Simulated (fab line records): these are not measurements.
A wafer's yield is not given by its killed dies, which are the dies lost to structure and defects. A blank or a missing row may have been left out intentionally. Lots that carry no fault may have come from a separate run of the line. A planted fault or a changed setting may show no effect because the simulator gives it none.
fab line records | flow nand_harc
record lots=6 | wafers=18 | last_day=32
route steps=1302 shown A_WL_FILL@956 END@1302
lots untouched by any fault: they come from a run of this same line in which no faults occurred
start_h: the number of hours between the record's first day and the start of the first shown wafer of the lot | wait_h: hours from the lot's prior step to this one | " repeats the value in the row above | L1.1+2: several wafers, shown together as one row | - value missing, or start not given | * or withheld: withheld | < > ~ a bound
route shown NAME@n: names a module that has steps shown in the file, with the first one's number in the route | usual: mean/standard deviation taken from wafers without a fault | same: alike in all rows | chamber/n: place in a boat | sites: readings site by site | _std_site: standard deviation across them | _edge_site: mean of outer sites minus mean of inner sites | radius_mm: how far each site lies from the wafer's centre | mask NAME#n: copy n | behind: the most recent tool/chamber to have shaped the wafer | hold: cause of the lot's hold/its duration in hours/its outcome | device: transistor that didn't switch, given as n, p or np | end of line: tests of these same wafers at the route's end | step lacking rows: just its recipe | killed: dies that structure and defects cost at the first sort, which is not the same as the wafer's yield | map: per-die view of a wafer (x killed, . not killed, _ where there is no die)
set.NAME: setting as actually run; set.NAME@STEP: the setting as run at that earlier step | model.NAME: the simulator's own value behind a step, which no gauge read
a table for each step, a row for each wafer; lots at some steps of the route
services: the hour from which a tool's chamber was out of use, counted from the record's first day as start_h (under 0 if before that day), plus the number of hours and why
## steps
# step NHARC_A_WL_FILL_CVD_03
# recipe target_thk_a=400 | temp_c=300 | pressure_torr=40 | wf6_flow_sccm=40 | h2_flow_sccm=1600 | ar_flow_sccm=1560 | time_s=279 | material=W
# usual heater_power_w=479/24 | throttle_valve_pct=7.84/0.2
lot.wafer | tool     | chamber | start_h | wait_h | heater_power_w | throttle_valve_pct
L112.2    | cvd_w-01 | 1       | 476.56  | 0.1    | 512            | 7.70
L112.4    | "        | 1       | "       | "      | 505            | 7.65
L112.3    | "        | 0       | "       | "      | 453            | 7.91
L114.1    | cvd_w-01 | 1       | 522.99  | 0.1    | 516            | 7.81
L114.3    | "        | 1       | "       | "      | 513            | 7.84
L114.6    | "        | 0       | "       | "      | 464            | 8.06
L119.3    | cvd_w-01 | 0       | 570.08  | 0.2    | 465            | 7.37
L119.4    | "        | 1       | "       | "      | 508            | 7.55
L119.5    | "        | 1       | "       | "      | 503            | 7.59
L121.2    | cvd_w-02 | 1       | 578.47  | 0.2    | 465            | 7.87
L121.3    | "        | 0       | "       | "      | 478            | 8.03
L121.6    | "        | 1       | "       | "      | 470            | 8.05
L128.3    | cvd_w-01 | 0       | 656.10  | 0.2    | 473            | 7.82
L128.6    | "        | 0       | "       | "      | 465            | 7.98
L128.5    | "        | 1       | "       | "      | 515            | 7.51
L130.2    | cvd_w-01 | 0       | 674.23  | 0.1    | 477            | 7.90
L130.3    | "        | 0       | "       | "      | 468            | 7.71
L130.6    | "        | 0       | "       | "      | 481            | 7.85
# step NHARC_A_WL_FILL_ETCHBACK_04
# recipe target_depth_a=600 | time_s=120 | chemistry=NF3
# step NHARC_A_WL_FILL_ETCHBACK_05
# recipe target_depth_a=220 | time_s=60 | temp_c=40 | chemistry=Cl2/BCl3
# step NHARC_A_WL_FILL_STRIP_27
# recipe power_w=1500 | temp_c=250 | time_s=20 | chemistry=N2/H2
# usual drypump_motor_current_A=5.89/0.23 | heater_power_w=297/28
lot.wafer | tool            | chamber | start_h | wait_h | drypump_motor_current_A | heater_power_w | rf_hours_counter_h
L112.2    | plasma_asher-02 | 0       | 477.31  | 0.1    | 6.17                    | 271            | 8
L112.3    | "               | 0       | "       | "      | 6.16                    | 278            | -
L112.4    | "               | 1       | "       | "      | 5.75                    | 287            | -
L114.1    | plasma_asher-02 | 1       | 523.69  | 0.1    | 5.74                    | 288            | 17
L114.3    | "               | 0       | "       | "      | 6.21                    | 276            | -
L114.6    | "               | 0       | "       | "      | 6.21                    | 277            | -
L119.3    | plasma_asher-02 | 0       | 570.78  | 0.1    | 6.19                    | 269            | -
L119.4    | "               | 1       | "       | "      | 5.72                    | 295            | -
L119.5    | "               | 0       | "       | "      | 6.17                    | 273            | -
L121.2    | plasma_asher-02 | 1       | 579.17  | 0.1    | 5.74                    | 287            | 28
L121.3    | "               | 1       | "       | "      | 5.74                    | 292            | -
L121.6    | "               | 1       | "       | "      | 5.73                    | 293            | -
L128.3    | plasma_asher-02 | 0       | 656.82  | 0.2    | 6.20                    | 271            | -
L128.5    | "               | 1       | "       | "      | 5.73                    | 299            | -
L128.6    | "               | 0       | "       | "      | 6.18                    | 260            | -
L130.2    | plasma_asher-02 | 1       | 675.22  | 0.2    | 5.74                    | 290            | 15
L130.3    | "               | 1       | "       | "      | 5.75                    | 293            | -
L130.6    | "               | 1       | "       | "      | 5.74                    | 297            | -
# step NHARC_A_WL_FILL_STRIP_28
# recipe time_s=1200 | temp_c=72.5 | chemistry=post_etch_residue_remover
# step NHARC_A_WL_FILL_PRECLEAN_06
# recipe time_s=300 | chemistry=DIW
# step NHARC_A_WL_FILL_SRD_07
# step NHARC_A_WL_FILL_ANNEAL_08
# recipe temp_c=450 | time_s=1800
# step NHARC_A_WL_FILL_ALD_10
# recipe target_thk_a=500 | pulse_time_s=10 | ald_cycles=500 | temp_c=300 | material=SiO2
# usual heater_power_w=479/40 | precursor_pulse_height_rel=0.999/0.021
# same ald_cycles=500
lot.wafer | tool      | chamber | start_h | wait_h | heater_power_w | precursor_pulse_height_rel
L112.4    | ald_hk-01 | 3       | 485.51  | 0.1    | 420            | 1.035
L112.3    | "         | 0       | "       | "      | 464            | 0.998
L112.2    | "         | 2       | 487.02  | 1.6    | 459            | 0.990
L114.1    | ald_hk-01 | 0       | 530.05  | 1.1    | 467            | 1.006
L114.3    | "         | 1       | "       | "      | 525            | 0.993
L114.6    | "         | 2       | "       | "      | 450            | 0.997
L119.3    | ald_hk-01 | 3       | 578.14  | 4.2    | 419            | 1.007
L119.4    | "         | 0       | "       | "      | 468            | 1.000
L119.5    | "         | 2       | 579.69  | 5.7    | 463            | 1.011
L121.3    | ald_hk-03 | 1       | 584.53  | 0.4    | 421            | 1.024
L121.2    | "         | 0       | 586.08  | 2.0    | 479            | 0.962
L121.6    | "         | 2       | 587.11  | 3.0    | 516            | 1.025
L128.3    | ald_hk-01 | 2       | 664.36  | 1.9    | 432            | 1.016
L128.6    | "         | 3       | "       | "      | 456            | 1.029
L128.5    | "         | 0       | "       | "      | 453            | 0.987
L130.3    | ald_hk-02 | 2       | 680.77  | 0.6    | 452            | 1.013
L130.2    | "         | 0       | 681.80  | 1.6    | 585            | 0.998
L130.6    | "         | 1       | "       | "      | 542            | 1.003
# step NHARC_A_WL_FILL_ETCHBACK_16
# recipe target_depth_a=1200 | time_s=24 | c4f8_flow_sccm=withheld | o2_flow_sccm=8 | ar_flow_sccm=withheld | rf_w=600 | bias_w=800 | chemistry=C4F8/O2/Ar
# step NHARC_A_WL_FILL_STRIP_29
# recipe time_s=20 | o2_flow_sccm=500 | ar_flow_sccm=0 | bias_w=0 | chemistry=O2
# usual drypump_motor_current_A=5.7/0.44 | o2_flow_sccm=500.1/1.5 | oes_product_au=1.008/0.0095 | rf_vpp_V=57.6/0.84 | showerhead_plenum_p_Torr=3.50/0.12 | throttle_valve_pct=17.036/0.0086
lot.wafer | tool        | chamber | start_h | wait_h | drypump_motor_current_A | o2_flow_sccm | oes_product_au | rf_hours_counter_h | rf_vpp_V | showerhead_plenum_p_Torr | throttle_valve_pct
L112.2    | rie_diel-04 | 1       | 490.19  | 0.1    | 5.8                     | 500.7        | 1.020          | 6.9                | 58.4     | 3.47                     | 17.022
L112.4    | "           | 2       | "       | "      | 5.0                     | 499.5        | 1.007          | 5.5                | 57.3     | 3.62                     | 17.044
L112.3    | "           | 0       | "       | "      | 6.0                     | 498.2        | 1.001          | 5.0                | 57.2     | 3.44                     | 17.030
L114.3    | rie_diel-13 | 3       | 533.79  | 0.1    | 6.1                     | 500.6        | 1.007          | 0.0                | 57.2     | 3.38                     | 17.026
L114.1    | "           | 1       | "       | "      | 5.2                     | 497.0        | 0.988          | 0.0                | 57.7     | 3.72                     | 17.036
L114.6    | "           | 3       | "       | "      | 6.1                     | 499.8        | 0.996          | -                  | 56.8     | 3.38                     | 17.028
L119.3    | rie_diel-04 | 3       | 581.85  | 0.1    | 4.9                     | 498.4        | 1.002          | 1.9                | 58.3     | 3.50                     | 17.044
L119.4    | "           | 1       | "       | "      | 5.7                     | 498.1        | 1.016          | 2.3                | 58.6     | 3.47                     | 17.054
L119.5    | "           | 3       | "       | "      | 4.9                     | 499.4        | 1.007          | -                  | 56.6     | 3.50                     | 17.039
L121.2    | rie_diel-04 | 3       | 589.26  | 0.1    | 4.9                     | 499.3        | 1.022          | 2.4                | 56.0     | 3.50                     | 17.050
L121.3    | "           | 0       | "       | "      | 6.0                     | 502.7        | 1.010          | 2.6                | 57.5     | 3.44                     | 17.044
L121.6    | "           | 3       | "       | "      | 4.9                     | 502.5        | 1.009          | -                  | 58.0     | 3.50                     | 17.036
L128.3    | rie_diel-13 | 2       | 667.57  | 0.1    | 6.2                     | 500.2        | 0.999          | 4.4                | 58.8     | 3.67                     | 17.046
L128.6    | "           | 2       | "       | "      | 6.2                     | 501.2        | 1.000          | -                  | 57.9     | 3.67                     | 17.022
L128.5    | "           | 3       | "       | "      | 6.1                     | 499.7        | 1.003          | -                  | 57.1     | 3.38                     | 17.043
L130.3    | rie_diel-04 | 3       | 684.98  | 0.1    | 4.9                     | 500.7        | 1.009          | 7.4                | 58.4     | 3.49                     | 17.042
L130.2    | "           | 2       | "       | "      | 5.0                     | 498.2        | 1.030          | 8.0                | 57.8     | 3.61                     | 17.027
L130.6    | "           | 0       | "       | "      | 6.0                     | 500.2        | 1.021          | -                  | 56.7     | 3.44                     | 17.034
# step NHARC_A_WL_FILL_ETCHBACK_17
# recipe target_depth_a=40 | time_s=26.7 | chemistry=Cl2/BCl3
# usual drypump_motor_current_A=5.48/0.26 | oes_product_au=1.001/0.012
lot.wafer | tool         | chamber | start_h | wait_h | drypump_motor_current_A | oes_product_au | rf_hours_counter_h
L112.2    | rie_metal-03 | 0       | 490.29  | -      | 5.62                    | 0.999          | 2.8
L112.4    | "            | 1       | "       | "      | 5.21                    | 1.001          | -
L112.3    | "            | 0       | "       | "      | 5.62                    | 0.998          | -
L114.1    | rie_metal-02 | 0       | 533.87  | -      | 5.96                    | 1.028          | 1.4
L114.3    | "            | 0       | "       | "      | 5.98                    | 1.022          | -
L114.6    | "            | 1       | "       | "      | 5.44                    | 1.015          | -
L119.4    | rie_metal-03 | 0       | 581.97  | -      | 5.63                    | 0.982          | -
L119.3    | "            | 1       | "       | "      | 5.21                    | 0.998          | -
L119.5    | "            | 1       | "       | "      | 5.24                    | 0.999          | -
L121.2    | rie_metal-03 | 1       | 589.35  | -      | 5.21                    | 0.997          | 1.4
L121.3    | "            | 0       | "       | "      | 5.62                    | 0.985          | -
L121.6    | "            | 1       | "       | "      | 5.24                    | 1.011          | -
L128.3    | rie_metal-01 | 1       | 667.69  | -      | 5.69                    | 0.999          | -
L128.6    | "            | 1       | "       | "      | 5.72                    | 0.995          | -
L128.5    | "            | 0       | "       | "      | 5.14                    | 0.990          | -
L130.2    | rie_metal-03 | 0       | 685.08  | -      | 5.62                    | 0.994          | 2.9
L130.3    | "            | 0       | "       | "      | 5.63                    | 0.993          | -
L130.6    | "            | 1       | "       | "      | 5.21                    | 1.004          | -
# step NHARC_A_WL_FILL_PRECLEAN_18
# recipe time_s=30 | chemistry=dHF
# step NHARC_A_WL_FILL_SRD_21
# step NHARC_A_WL_FILL_CVD_23
# recipe target_thk_a=400 | temp_c=620 | pressure_mtorr=200 | time_s=800 | material=poly-Si
# step NHARC_A_WL_FILL_ETCHBACK_26
# recipe target_depth_a=520 | time_s=13.3 | hbr_flow_sccm=150 | rf_w=350 | icp_w=350 | bias_w=60 | chemistry=HBr
# step NHARC_A_WL_FILL_PRECLEAN_30
# recipe time_s=10 | chemistry=dHF
# step NHARC_A_WL_FILL_SRD_14
# step NHARC_A_WL_FILL_ALD_19
# recipe target_thk_a=20 | pulse_time_s=3 | ald_cycles=100 | temp_c=450 | material=TiN
# usual heater_power_w=1039/140 | precursor_pulse_height_rel=0.997/0.019
# same ald_cycles=100
lot.wafer | tool         | chamber | start_h | wait_h | heater_power_w | precursor_pulse_height_rel
L112.2    | ald_metal-02 | 0       | 495.76  | 0.1    | 986            | 0.991
L112.4    | "            | 1       | "       | "      | 931            | 1.010
L112.3    | "            | 2       | "       | "      | 931            | 1.007
L114.1    | ald_metal-02 | 2       | 539.34  | 0.1    | 912            | 0.992
L114.3    | "            | 1       | "       | "      | 936            | 1.011
L114.6    | "            | 2       | "       | "      | 929            | 0.992
L119.3    | ald_metal-04 | 0       | 587.47  | 0.1    | 975            | 1.017
L119.4    | "            | 1       | "       | "      | 913            | 0.996
L119.5    | "            | 2       | "       | "      | 1150           | 1.005
L121.2    | ald_metal-02 | 2       | 594.46  | 0.1    | 946            | 1.017
L121.3    | "            | 0       | "       | "      | 1002           | 0.994
L121.6    | "            | 2       | "       | "      | 908            | 0.980
L128.3    | ald_metal-02 | 3       | 673.14  | 0.1    | 1350           | 0.986
L128.5    | "            | 3       | "       | "      | 1385           | 0.983
L128.6    | "            | 0       | "       | "      | 984            | 0.972
L130.2    | ald_metal-04 | 3       | 690.58  | 0.1    | 936            | 1.028
L130.3    | "            | 0       | "       | "      | 936            | 0.976
L130.6    | "            | 2       | "       | "      | 1165           | 0.999
# step NHARC_A_WL_FILL_CVD_20
# recipe target_thk_a=1000 | temp_c=400 | pressure_torr=40 | wf6_flow_sccm=40 | h2_flow_sccm=1600 | ar_flow_sccm=1560 | time_s=74 | material=W
# step NHARC_A_WL_FILL_CMP_12
# recipe t_overpolish_s=30 | target_thk_nm=100
# step NHARC_A_WL_FILL_SRD_31
# step NHARC_END_SORT_01
# recipe temp_c=25
# usual killed_at_array=59/21 | killed_at_other=1.0/1.1 | killed_at_periphery=4.0/2.6 | killed_dies=64/21 | killed_open=3.2/1.7 | killed_short=2.5/1.5
# same gross_dies=677
lot.wafer | tool      | chamber | start_h | wait_h | killed_at_array | killed_at_other | killed_at_periphery | killed_dies | killed_open | killed_short
L119.3    | prober-02 | 0       | 690.78  | 3.1    | 122             | 1               | 7                   | 130         | 1           | 0
L119.4    | prober-02 | 0       | 691.59  | 3.4    | 122             | 1               | 3                   | 126         | 2           | 3
L119.5    | prober-02 | 0       | 692.40  | 3.7    | 132             | 1               | 5                   | 138         | 3           | 2
L121.2    | prober-01 | 0       | 706.74  | 2.8    | 120             | 0               | 2                   | 122         | 3           | 1
L121.3    | prober-01 | 0       | 707.54  | 3.1    | 130             | 2               | 3                   | 135         | 4           | 3
L121.6    | prober-01 | 0       | 709.92  | 4.0    | 118             | 0               | 2                   | 120         | 3           | 7
# killed by level:class
L119.3 A_WL_FILL:unspecified=79 A_CHANNEL_HOLE_D1:chamber_film_flake=26 P_GATE:chamber_film_flake=7 A_CONTACT:chamber_film_flake=5 A_SLIT:chamber_film_flake=4 A_STAIRCASE:chamber_film_flake=3 A_CHANNEL_FILL_D1:chamber_film_flake=2 A_CHANNEL_FILL_D1:geometric_particle:open=1
L119.4 A_WL_FILL:unspecified=74 A_CHANNEL_HOLE_D1:chamber_film_flake=33 A_STAIRCASE:chamber_film_flake=4 A_SLIT:chamber_film_flake=3 P_GATE:chamber_film_flake=2 A_CHANNEL_FILL_D2:chamber_film_flake=2 A_DECK1_JOINT:geometric_particle:short=1 A_ONON_D2:geometric_particle:short=1
L119.5 A_WL_FILL:unspecified=84 A_CHANNEL_HOLE_D1:chamber_film_flake=35 A_SLIT:chamber_film_flake=4 P_GATE:chamber_film_flake=3 A_CHANNEL_FILL_D2:chamber_film_flake=3 P_M0:geometric_particle:open=1 P_M1:geometric_particle:short=1 A_ONON_D1:geometric_particle:short=1
L121.2 A_WL_FILL:unspecified=76 A_CHANNEL_HOLE_D2:chamber_film_flake=22 A_CHANNEL_HOLE_D1:chamber_film_flake=9 A_CONTACT:chamber_film_flake=4 A_CHANNEL_FILL_D1:chamber_film_flake=3 A_STAIRCASE:chamber_film_flake=2 P_GATE:geometric_particle:open=1 A_ONON_D1:geometric_particle:short=1
L121.3 A_WL_FILL:unspecified=79 A_CHANNEL_HOLE_D2:chamber_film_flake=26 A_CHANNEL_HOLE_D1:chamber_film_flake=10 A_DECK1_JOINT:chamber_film_flake=4 A_CONTACT:chamber_film_flake=3 P_STI:geometric_particle:short=2 A_CHANNEL_FILL_D1:geometric_particle:open=2 THIN_TSV:chamber_film_flake=2
L121.6 A_WL_FILL:unspecified=81 A_CHANNEL_HOLE_D2:chamber_film_flake=13 A_CHANNEL_HOLE_D1:chamber_film_flake=7 A_WL_FILL:geometric_particle:short=3 A_DECK1_JOINT:chamber_film_flake=3 A_SLIT:chamber_film_flake=2 P_M0:geometric_particle:open=1 A_SOURCE_PLATE:geometric_particle:short=1
# map L119.5 (x killed, . not)
____________.____________
_________......._________
_______.........x._______
______.....x.x..x..______
_____.........xxx.x._____
____...........xxxxxx____
____...........x.xxx.____
___..........xxxxxxx..___
___............x.xxx..___
__.x..........x.xxx....__
__..............xxxx...__
_.................x.x..._
_...............x......._
_............x.........._
_.................x....._
_......................._
..x......................
......x..................
...x.....................
x.........xxxx...........
........xxxxxxx.x........
_..x.....xxxxxxxx......._
_........xxxxxxxx......._
_..x.x...xxxxxxx........_
_........xxxxxxx........_
_.......xxxxxxxxx......._
__......xxxxxxxx.x.....__
__.......xxxxxxxx......__
___......xxxxxx.......___
___.....xx.xxx.x......___
____......xx.xx......____
____.......xx..x.....____
_____......x........_____
______.............______
_______..........._______
_________......._________
____________.____________
# map L121.3 (x killed, . not)
____________.____________
_________......._________
_______..........._______
______.............______
_____..............._____
____.................____
____.................____
___.................x.___
___.....x.xx..........___
__.....xx..x....x......__
__...xxx.x.............__
_.......x.xx............_
_....x..xxxx............_
_.x....xxxxx............_
_......xx.x............._
_.x.x.....x........x...._
..x......x...............
..................x......
...x...x.................
.....x....x..............
.......x........x.x......
_......x.x.......xx....._
_.....xx........x......._
_......xxx......x......._
_....xxxxx.x....xx.x...._
_....xxxxxxx.......x...._
__.x.xxxxxx............__
__.xxxxxxxxx...........__
___.xxxxxxxx..........___
___..xxxxxxxxx........___
____xxxxxxxx.........____
____xxxxxxx..x..x....____
_____xxxxxx..x......_____
______xxxx.........______
_______xx..x......_______
_________......._________
____________.____________
## services
tool            | chamber | start_h | hours | kind
rie_diel-13     | 2       | 459.38  | 3.2   | repair
plasma_asher-02 | -       | 464.37  | 2.1   | repair
ald_metal-04    | -       | 474.00  | 10.0  | pm
ald_hk-01       | -       | 474.11  | 10.0  | pm
rie_metal-03    | 0       | 478.91  | 6.2   | repair
rie_diel-13     | 3       | 487.40  | 15.5  | repair
rie_diel-04     | 0       | 497.22  | 3.1   | repair
rie_diel-13     | 2       | 503.20  | 3.3   | repair
rie_diel-04     | 3       | 509.12  | 16.3  | repair
cvd_w-01        | 0       | 514.72  | 4.0   | repair
rie_metal-03    | -       | 519.00  | 9.0   | pm
rie_diel-13     | -       | 519.01  | 9.0   | pm
rie_diel-04     | -       | 531.90  | 9.0   | pm
rie_diel-13     | 1       | 539.78  | 3.1   | repair
cvd_w-01        | -       | 547.00  | 13.0  | pm
ald_metal-04    | -       | 549.62  | 0.7   | repair
rie_diel-04     | -       | 554.37  | 0.3   | repair
rie_metal-03    | -       | 571.65  | 0.6   | repair
plasma_asher-02 | -       | 603.13  | 9.0   | pm
ald_metal-02    | -       | 610.00  | 10.0  | pm
ald_metal-04    | -       | 652.00  | 10.0  | pm
ald_hk-01       | -       | 652.80  | 10.0  | pm
rie_diel-13     | 1       | 669.50  | 8.3   | repair
cvd_w-01        | 1       | 678.39  | 12.5  | repair
## key
first_sign step=NHARC_END_SORT_01 | reading=killed_at_array | direction=up | sigmas=3.1 | usual=59 | struck=124
effect step=NHARC_END_SORT_01 | reading=killed_dies | direction=up | sigmas=3 | usual=64 | struck=128
more_kills_born_at NHARC_A_WL_FILL_ETCHBACK_17@rie_metal-03=473
met_at NHARC_A_WL_FILL_ETCHBACK_17
struck_wafers L119.3,L119.4,L119.5,L121.2,L121.3,L121.6
tester_left_out L119,L121
onset_between 490.29 581.97
fault kind=chamber_particle_source | tool=rie_metal-03 | chamber=- | onset_h=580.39 | steps=NHARC_A_WL_FILL_ETCHBACK_17 | rate_per_visit_cm2=0.72992 | end_h=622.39
# tester_left_out: of these lots the tester's yield and bins aren't shown, on N5 and GAA mostly nor the transistor test; their killed dies are dies lost to structure and defects alone, not to doping, threshold or leakage, so they don't give the yield
